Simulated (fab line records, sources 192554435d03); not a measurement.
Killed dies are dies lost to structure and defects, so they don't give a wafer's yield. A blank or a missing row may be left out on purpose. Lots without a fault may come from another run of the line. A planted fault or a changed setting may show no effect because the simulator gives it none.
fab line records | flow n5_finfet
record lots=6 wafers=16 last_day=18
route steps=1938 shown BEOL_M10@1490 BEOL_M15@1830
lots that met no fault: from a run of the same line without faults
start_h: hours from the record's first day to the start of the lot's first wafer shown | wait_h: hours since the lot's step before | " the same as in the row above | L1.1+2: a row that stands for several wafers | - no value, or no start given | * or withheld: withheld | < > ~ a bound
route shown NAME@n: a module of which the file shows steps, and the number in the route of the first | usual: mean/standard deviation of fault-free wafers | same: alike in all rows | chamber/n: place in a boat | sites: the reading at each site | _std_site: their standard deviation | _edge_site: outer sites' mean less inner sites' | radius_mm: how far each site lies from the wafer's centre | mask NAME#n: copy n | behind: the tool/chamber that last shaped the wafer | hold: why the lot was held/for how many hours/how that ended | device: the transistor (n, p or np) that didn't switch | end of line: the same wafers' tests at the end of the route | a step without rows: its recipe alone | killed: dies lost to structure and defects at the first sort, not the wafer's yield | map: a wafer's dies, x killed, . not, _ none there
set.NAME: the setting as run; set.NAME@STEP: as run at that earlier step | model.NAME: the simulator's own value behind a step, which no gauge read
steps of the route over a sample of lots; a table a step, a row a wafer
services: from which hour (start_h, from the record's first day; less than 0 if before it) a tool's chamber was out of use, for how many hours, and why
## steps
# step N5_BEOL_M10_STRIP_67
# recipe chemistry=CF4 resist=SiARC power_w=300 bias_power_w=75 pressure_mtorr=50 cf4_flow_sccm=150 rf_frequency_hz=6e+07
# usual drypump_motor_current_A=5.6/0.54 oes_product_au=0.82/0.088 rf_vpp_V=271.2/1.4 showerhead_plenum_p_Torr=1.79/0.05 throttle_valve_pct=13.47/0.3
# columns lot.wafer tool chamber start_h wait_h drypump_motor_current_A oes_product_au rf_hours_counter_h rf_vpp_V showerhead_plenum_p_Torr throttle_valve_pct
L614.1 rie_diel-01 0 239.14 0.0 4.9 0.79 130 269.3 1.74 13.70
L614.4 " 2 " " 6.4 0.81 89 271.4 1.81 13.22
L614.6 " 3 " " 5.2 0.94 - 269.6 1.75 13.19
L617.1 rie_diel-01 3 253.13 0.0 5.2 0.93 18 272.8 1.75 13.22
L617.3 " 0 " " 4.9 0.78 135 270.6 1.73 13.70
L617.4 " 1 " " 5.1 0.73 188 271.4 1.79 13.61
L626.3 rie_diel-01 1 298.81 0.0 5.1 0.71 202 271.6 1.78 13.64
L626.6 " 2 " " 6.4 0.79 - 270.4 1.81 13.27
L629.3 rie_diel-01 2 329.66 0.0 6.4 0.77 123 270.8 1.80 13.29
L629.5 " 2 " " 6.4 0.77 - 270.8 1.80 13.32
L631.2 rie_diel-01 2 348.52 0.0 6.4 0.78 127 270.6 1.80 13.33
L631.3 " 0 " " 4.9 0.76 167 269.8 1.73 13.79
L631.6 " 2 " " 6.4 0.77 - 272.4 1.80 13.31
L636.2 rie_diel-06 3 380.60 0.0 5.5 0.85 37 275.0 1.88 13.42
L636.3 " 2 " " 6.6 0.87 60 271.7 1.90 13.35
L636.5 " 3 " " 5.5 0.86 - 272.8 1.88 13.40
# step N5_BEOL_M10_ETCH_66
# recipe chemistry=N2/H2 target=SOC target_depth_a=1200 overetch_a=240 mask_material=SiARC temp_c=40 time_s=180 ion_energy_ev=200 pressure_mtorr=30 source_w=840 bias_w=150 n2_flow_sccm=200 h2_flow_sccm=200
# usual drypump_motor_current_A=5.7/0.51 n2_flow_sccm=200.0/0.56 oes_product_au=0.66/0.072 rf_vpp_V=523.6/2.4 run_length_s=203.3/0.33 showerhead_plenum_p_Torr=2.54/0.085 throttle_valve_pct=17.76/0.27
# columns lot.wafer tool chamber start_h wait_h drypump_motor_current_A n2_flow_sccm oes_product_au rf_hours_counter_h rf_vpp_V run_length_s showerhead_plenum_p_Torr throttle_valve_pct
L614.1 rie_diel-05 2 240.90 0.0 5.5 201.4 0.77 7 525.8 203.8 2.61 17.52
L614.4 " 0 " " 6.1 200.0 0.69 - 521.5 202.8 2.47 17.53
L614.6 " 2 " " 5.5 201.6 0.77 - 525.1 203.9 2.61 17.52
L617.1 rie_diel-05 3 254.81 0.0 6.0 200.2 0.56 230 525.6 203.3 2.61 18.21
L617.3 " 1 " " 5.8 199.0 0.79 4 523.5 203.6 2.49 17.49
L617.4 " 1 " " 5.8 199.9 0.79 - 523.0 203.5 2.49 17.50
L626.3 rie_diel-05 3 299.70 0.0 6.1 199.6 0.55 245 526.8 203.0 2.60 18.23
L626.6 " 0 " " 6.2 199.7 0.67 - 522.0 202.8 2.47 17.58
L629.3 rie_diel-05 1 330.80 0.0 5.8 199.9 0.73 33 524.3 203.2 2.48 17.54
L629.5 " 0 " " 6.1 200.6 0.66 - 521.0 203.0 2.46 17.59
L631.2 rie_diel-01 1 350.28 0.0 5.0 199.3 0.56 219 521.7 203.4 2.52 17.89
L631.3 " 2 " " 6.4 199.9 0.62 127 525.8 202.9 2.54 17.34
L631.6 " 2 " " 6.4 200.1 0.63 - 524.5 202.9 2.54 17.35
L636.2 rie_diel-05 3 385.22 0.0 6.1 200.4 0.74 14 526.2 202.9 2.59 17.86
L636.3 " 1 " " 5.8 199.3 0.70 53 520.8 203.9 2.47 17.60
L636.5 " 2 " " 5.5 200.4 0.67 - 524.4 203.6 2.59 17.62
# step N5_BEOL_M10_TRENCH_ETCH_37
# recipe chemistry=C4F6/O2 target_depth_a=1488.3 target=SiCOH_lowk time_s=48 ion_energy_ev=250 pressure_mtorr=30 source_w=345 bias_w=185 Ar_flow_sccm=300 C4F6_flow_sccm=10 O2_flow_sccm=10
# usual drypump_motor_current_A=5.7/0.51 oes_product_au=0.82/0.091 rf_vpp_V=669/9.3 run_length_s=71.3/0.32 showerhead_plenum_p_Torr=2.85/0.088 throttle_valve_pct=20.89/0.28
# columns lot.wafer tool chamber start_h wait_h drypump_motor_current_A oes_product_au rf_hours_counter_h rf_vpp_V run_length_s showerhead_plenum_p_Torr throttle_valve_pct
L614.1 rie_diel-05 2 241.13 - 5.5 0.96 7 684 71.4 2.92 20.53
L614.4 " 0 " " 6.1 0.85 - 658 70.8 2.78 20.66
L614.6 " 2 " " 5.5 0.95 - 682 71.5 2.92 20.54
L617.1 rie_diel-05 3 255.04 - 6.0 0.70 230 672 70.7 2.93 21.34
L617.3 " 1 " " 5.8 0.97 4 668 71.4 2.81 20.76
L617.4 " 1 " " 5.8 0.98 - 668 71.1 2.81 20.75
L626.3 rie_diel-05 3 299.93 - 6.1 0.68 245 670 70.8 2.92 21.39
L626.6 " 0 " " 6.1 0.82 - 657 65.0 2.78 20.67
L629.3 rie_diel-05 1 331.03 - 5.8 0.90 33 668 71.1 2.80 20.79
L629.5 " 0 " " 6.1 0.81 - 657 65.2 2.77 20.68
L631.2 rie_diel-01 1 350.50 - 5.1 0.69 219 668 71.3 2.80 20.88
L631.3 " 2 " " 6.5 0.77 128 657 70.9 2.88 20.68
L631.6 " 2 " " 6.5 0.77 - 657 71.0 2.88 20.67
L636.2 rie_diel-05 3 385.44 - 6.1 0.93 14 671 70.7 2.91 21.06
L636.3 " 1 " " 5.8 0.87 53 666 71.6 2.79 20.84
L636.5 " 2 " " 5.6 0.85 - 683 71.6 2.89 20.62
# step N5_BEOL_M10_ETCH_41
# recipe chemistry=CH3F/O2 target=SiCN target_depth_a=426 taper_deg=2 time_s=86 ion_energy_ev=120 mask_material=TiN pressure_mtorr=30 source_w=395 bias_w=75 Ar_flow_sccm=150 CH3F_flow_sccm=30 O2_flow_sccm=20
# usual drypump_motor_current_A=5.7/0.51 oes_product_au=0.82/0.091 rf_vpp_V=297.2/1.5 run_length_s=109.3/0.33 showerhead_plenum_p_Torr=2.00/0.064 throttle_valve_pct=16.26/0.29
# columns lot.wafer tool chamber start_h wait_h drypump_motor_current_A oes_product_au rf_hours_counter_h rf_vpp_V run_length_s showerhead_plenum_p_Torr throttle_valve_pct
L614.1 rie_diel-05 2 - - 5.6 0.94 7 298.1 110.1 2.05 15.88
L614.4 " 0 " " 6.1 0.84 - 294.4 108.9 1.95 16.03
L614.6 " 2 " " 5.5 0.94 - 298.0 109.4 2.05 15.87
L617.1 rie_diel-05 3 - - 6.1 0.69 230 299.2 108.9 2.06 16.75
L617.3 " 1 " " 5.7 0.98 4 296.3 109.1 1.97 16.06
L617.4 " 1 " " 5.8 0.98 - 295.2 109.6 1.97 16.07
L626.3 rie_diel-05 3 - - 6.1 0.68 245 297.2 109.3 2.05 16.79
L626.6 " 0 " " 6.1 0.83 - 296.0 109.2 1.95 16.06
L629.3 rie_diel-05 1 - - 5.8 0.90 33 296.1 109.3 1.96 16.12
L629.5 " 0 " " 6.1 0.81 - 296.6 108.8 1.94 16.09
L631.2 rie_diel-01 1 - - 5.0 0.69 219 296.6 109.1 1.97 16.33
L631.3 " 2 " " 6.5 0.77 128 296.5 109.3 2.02 16.07
L631.6 " 2 " " 6.4 0.78 - 298.2 108.9 2.02 16.08
L636.2 rie_diel-05 3 - - 6.1 0.94 14 298.3 108.9 2.05 16.37
L636.3 " 1 " " 5.8 0.87 53 296.9 109.3 1.96 16.17
L636.5 " 2 " " 5.5 0.85 - 296.3 110.0 2.03 15.98
# step N5_BEOL_M10_OCD_MEAS_38
# usual trench_depth_nm=149.2/2
# columns lot.wafer tool chamber start_h wait_h trench_depth_nm
L614.1 ocd-01 - 241.31 - 151.8
L614.4 " - " " 147.3
L614.6 " - " " 151.7
L617.1 ocd-01 - 255.22 - 147.9
L617.3 " - " " 148.1
L617.4 " - " " 148.3
L626.3 ocd-02 - 300.11 - 148.2
L626.6 " - " " 128.5
L629.3 ocd-02 - 331.22 - 147.2
L629.5 " - " " 129.1
L631.2 ocd-02 - 350.69 - 146.1
L631.3 " - " " 149.9
L631.6 " - " " 149.5
L636.2 ocd-02 - 385.64 - 152.3
L636.3 " - " " 146.3
L636.5 " - " " 151.5
# step N5_BEOL_M10_THK_MEAS_53
# recipe thk_meas_gauge=xrf reads=Cu_of_BEOL_M10_ECD_50
# usual M10_THK=140.2/2.4
# columns lot.wafer tool chamber start_h wait_h M10_THK[nm]
L614.1 film_metro-01 - 243.33 - 142.2
L614.4 " - " " 137.2
L614.6 " - " " 142.2
L617.1 film_metro-02 - 261.56 - 137.8
L617.3 " - " " 139.9
L617.4 " - " " 140.5
L626.3 film_metro-01 - 302.66 - 137.9
L626.6 " - " " 118.4
L629.3 film_metro-01 - 336.68 - 138.0
L629.5 " - " " 120.2
L631.2 film_metro-02 - 353.29 - 135.5
L631.3 " - " " 140.8
L631.6 " - " " 142.2
L636.2 film_metro-02 - 388.69 0.2 145.0
L636.3 " - " " 137.7
L636.5 " - " " 145.0
# step N5_BEOL_M10_RS_MEAS_57
# recipe thk_meas_gauge=four-point-probe reads=Cu_of_BEOL_M10_ECD_50+Co_of_BEOL_M10_CVD_75+TaN_of_BEOL_M10_ALD_74
# usual M10_RS=0.1502/0.0028
# columns lot.wafer tool chamber start_h wait_h M10_RS[ohm/sq]
L614.1 film_metro-02 - 243.47 0.1 0.1481
L614.4 " - " " 0.1538
L614.6 " - " " 0.1482
L617.1 film_metro-01 - 261.72 0.1 0.1540
L617.3 " - " " 0.1509
L617.4 " - " " 0.1505
L626.3 film_metro-01 - 302.79 0.1 0.1526
L626.6 " - " " 0.1792
L629.3 film_metro-02 - 336.82 0.1 0.1525
L629.5 " - " " 0.1784
L631.2 film_metro-02 - 353.43 0.1 0.1551
L631.3 " - " " 0.1496
L631.6 " - " " 0.1466
L636.2 film_metro-02 - 388.83 0.1 0.1450
L636.3 " - " " 0.1539
L636.5 " - " " 0.1453
# step N5_BEOL_M15_RC_MEAS_101
# usual COMB_M11=1.48e-11/2.9e-12 COMB_M12=7e-12/1.5e-12 COMB_M13=5.5e-12/1.2e-12 COMB_M14=4.3e-12/9.2e-13 COMB_M15=3.2e-12/6.1e-13 COMB_M5=3.8e-11/8.2e-12 COMB_M6=2.6e-11/5.4e-12 COMB_M7=2.6e-11/4.9e-12 COMB_M8=2.6e-11/5.3e-12 COMB_M9=1.47e-11/2.8e-12 COMB_M9_max_site=2.1e-11/4.8e-12 SERP_M10=3.03/0.07 SERP_M10_max_site=3.12/0.08 SERP_M11=3.08/0.072 SERP_M11_max_site=3.16/0.082 SERP_M12=0.636/0.014 SERP_M13=0.312/0.0054 SERP_M13_max_site=0.315/0.0053 SERP_M14=0.161/0.0035 SERP_M5=39.4/1.4 SERP_M6=13.8/0.53 SERP_M7=13.9/0.58 SERP_M8=13.8/0.52 SERP_M9=3.08/0.077
# columns lot.wafer tool chamber start_h wait_h COMB_M11[S/m] COMB_M12[S/m] COMB_M13[S/m] COMB_M14[S/m] COMB_M15[S/m] COMB_M5[S/m] COMB_M6[S/m] COMB_M7[S/m] COMB_M8[S/m] COMB_M9[S/m] COMB_M9_max_site[S/m] SERP_M10[ohm/um] SERP_M10_max_site[ohm/um] SERP_M11[ohm/um] SERP_M11_max_site[ohm/um] SERP_M12[ohm/um] SERP_M13[ohm/um] SERP_M13_max_site[ohm/um] SERP_M14[ohm/um] SERP_M5[ohm/um] SERP_M6[ohm/um] SERP_M7[ohm/um] SERP_M8[ohm/um] SERP_M9[ohm/um]
L614.1 prober-01 0 276.88 0.2 1.22e-11 6.4e-12 4.8e-12 4e-12 3e-12 2.6e-11 2.1e-11 2.9e-11 1.8e-11 1.29e-11 2e-11 3.02 3.08 3.05 3.11 0.626 0.309 0.314 0.159 40.1 13.7 14.5 14.2 2.97
L614.4 " 0 " " 1.84e-11 4.6e-12 4.3e-12 3e-12 2.4e-12 5e-11 2.2e-11 2.9e-11 1.8e-11 1.25e-11 1.6e-11 3.04 3.11 3.01 3.07 0.635 0.314 0.316 0.166 42.1 13.7 14.3 13.8 3.01
L614.6 " 0 " " 8.1e-12 7.3e-12 3.6e-12 3.2e-12 2.2e-12 3.7e-11 3.4e-11 3.6e-11 2.8e-11 1.15e-11 1.4e-11 2.97 3.07 2.97 3.06 0.631 0.309 0.315 0.162 39.0 14.0 14.5 13.6 3.05
L617.1 prober-01 0 293.80 0.0 1.89e-11 6.9e-12 4.1e-12 4.1e-12 2.3e-12 4.5e-11 2e-11 2.5e-11 2.6e-11 1.52e-11 2.4e-11 3.07 3.11 3.06 3.11 0.627 0.310 0.312 0.157 38.2 13.8 14.5 13.9 3.17
L617.3 " 0 " " 1.55e-11 8.8e-12 4.6e-12 3.5e-12 3e-12 5e-11 3.1e-11 2.4e-11 2.4e-11 1.33e-11 2.2e-11 3.00 3.18 3.07 3.28 0.636 0.308 0.311 0.158 39.8 13.9 13.8 15.0 3.23
L617.4 " 0 " " 2.2e-11 7.8e-12 5.6e-12 3.4e-12 3.2e-12 3.9e-11 2.7e-11 3.5e-11 2.5e-11 1.36e-11 1.8e-11 3.09 3.18 3.07 3.10 0.636 0.313 0.315 0.154 39.9 13.0 13.9 14.3 3.22
L626.3 prober-01 0 331.76 0.3 1.45e-11 9.1e-12 6.9e-12 3e-12 3.3e-12 3e-11 3e-11 3.2e-11 4.1e-11 1.54e-11 1.9e-11 3.07 3.14 3.15 3.22 0.655 0.321 0.326 0.155 39.6 14.0 14.4 13.9 3.11
L626.6 " 0 " " 1.67e-11 7.1e-12 6.1e-12 4.2e-12 4.3e-12 2.7e-11 2e-11 2.4e-11 3.1e-11 1.65e-11 2.5e-11 3.53 3.62 3.13 3.22 0.640 0.306 0.309 0.165 39.2 15.5 14.0 13.4 3.09
L629.3 prober-01 0 375.69 0.3 1.23e-11 6.2e-12 4.5e-12 3e-12 3.7e-12 2.8e-11 2.8e-11 2.6e-11 2.4e-11 1.41e-11 2.5e-11 3.08 3.27 3.01 3.12 0.631 0.315 0.317 0.163 40.7 14.0 13.4 14.8 3.12
L629.5 " 0 " " 1.33e-11 6.8e-12 3.8e-12 3.1e-12 3.1e-12 2.4e-11 2.4e-11 2.2e-11 2.5e-11 1.81e-11 2.4e-11 3.58 3.65 2.99 3.04 0.675 0.304 0.306 0.154 41.4 13.9 13.6 14.7 3.13
L631.2 prober-02 0 387.88 0.2 1.45e-11 7.8e-12 4.5e-12 5.6e-12 3.8e-12 3e-11 2.7e-11 2.9e-11 2.7e-11 1.68e-11 2.5e-11 3.11 3.22 3.10 3.15 0.619 0.307 0.309 0.158 38.2 14.7 14.0 13.3 3.08
L631.3 " 0 " " 1.65e-11 7.8e-12 5.3e-12 5.2e-12 3.3e-12 3.7e-11 1.8e-11 2.3e-11 3.3e-11 1.42e-11 1.6e-11 3.01 3.06 2.91 2.96 0.611 0.311 0.314 0.157 38.5 14.2 14.3 14.3 3.03
L631.6 " 0 " " 1.2e-11 6.8e-12 5.4e-12 3e-12 3.8e-12 3.3e-11 3.7e-11 2.6e-11 2.1e-11 1.75e-11 2.5e-11 2.92 3.01 3.04 3.21 0.623 0.322 0.326 0.157 39.0 13.9 13.8 14.1 3.02
L636.2 prober-02 0 422.42 0.2 1.17e-11 8.2e-12 6.7e-12 6.3e-12 3.1e-12 3.4e-11 2.6e-11 2.1e-11 2.2e-11 1.48e-11 2.2e-11 2.90 3.02 3.02 3.20 0.626 0.313 0.319 0.158 39.1 14.3 15.1 13.8 3.09
L636.3 " 0 " " 1.63e-11 7.2e-12 4.6e-12 5.8e-12 2.9e-12 5.3e-11 2.9e-11 2.8e-11 2.6e-11 2.11e-11 2.5e-11 2.97 3.19 3.05 3.10 0.601 0.311 0.314 0.162 37.8 13.5 14.9 13.5 3.03
L636.5 " 0 " " 1.41e-11 8e-12 5.6e-12 4.5e-12 3.7e-12 3.3e-11 1.7e-11 2.5e-11 2.3e-11 1.93e-11 2.5e-11 2.91 2.98 3.07 3.14 0.648 0.310 0.315 0.161 39.7 13.8 14.2 13.7 2.99
# sites SERP_M10 radius_mm=0,75,75,75,75,140,140,140,140
L614.1 3.08 3.05 3.04 3.02 3.04 2.86 2.86 2.86 2.85
L617.1 3.04 3.09 3.06 3.11 3.06 3.07 3.09 3.06 3.08
L626.3 2.94 3.07 3.04 3.04 3.05 3.13 3.10 3.14 3.12
L629.3 2.99 3.03 3.06 3.05 3.12 3.20 3.27 3.08 3.27
L631.2 3.15 3.11 3.17 3.22 3.13 3.00 2.96 3.00 2.98
L636.2 2.80 2.87 2.90 2.89 2.88 3.00 3.00 2.92 3.02
## services
# columns tool chamber start_h hours kind
rie_diel-05 1 219.55 - clean
rie_diel-05 1 219.55 - consumable_replace:focus_ring
rie_diel-05 1 219.55 26.5 scheduled_down
rie_diel-05 1 219.55 26.5 vent_cycle
rie_diel-05 - 220.37 0.1 repair
rie_diel-05 - 242.12 2.8 pm
rie_diel-05 0 249.32 13.7 repair
rie_diel-06 3 249.67 - clean
rie_diel-06 3 249.67 - consumable_replace:focus_ring
rie_diel-06 3 249.67 - consumable_replace:showerhead
rie_diel-06 3 249.67 21.2 scheduled_down
rie_diel-06 3 249.67 21.2 vent_cycle
rie_diel-01 1 266.36 5.0 repair
rie_diel-05 3 319.94 - clean
rie_diel-05 3 319.94 - consumable_replace:focus_ring
rie_diel-05 3 319.94 23.7 scheduled_down
rie_diel-05 3 319.94 23.7 vent_cycle
rie_diel-06 - 323.83 2.8 pm
rie_diel-06 1 353.19 3.7 repair
rie_diel-01 0 368.40 6.1 repair
## key
first_sign step=N5_BEOL_M10_TRENCH_ETCH_37 reading=run_length_s direction=down sigmas=19 usual=* struck=*
effect step=N5_BEOL_M10_OCD_MEAS_38 reading=trench_depth_nm direction=down sigmas=10 usual=149.2 struck=128.8
effect step=N5_BEOL_M10_THK_MEAS_53 reading=M10_THK direction=down sigmas=8.6 usual=140.2 struck=119.3
effect step=N5_BEOL_M10_RS_MEAS_57 reading=M10_RS direction=up sigmas=10 usual=0.1502 struck=0.1788
effect step=N5_BEOL_M15_RC_MEAS_101 reading=SERP_M10 direction=up sigmas=7.5 usual=3.03 struck=3.56
met_at N5_BEOL_M10_TRENCH_ETCH_37
struck_lots L626,L629
struck_wafers L626.6,L629.5
not_acting_at N5_BEOL_M10_STRIP_67,N5_BEOL_M10_ETCH_66,N5_BEOL_M10_ETCH_41
onset_between 255.04 299.93
fault kind=process_parameter_drift tool=rie_diel-05 chamber=- onset_h=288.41 steps=N5_BEOL_M10_TRENCH_ETCH_37 channel=time_s offset=* shape=step end_h=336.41 scope=struck_wafers_only acts_in=* stated=*
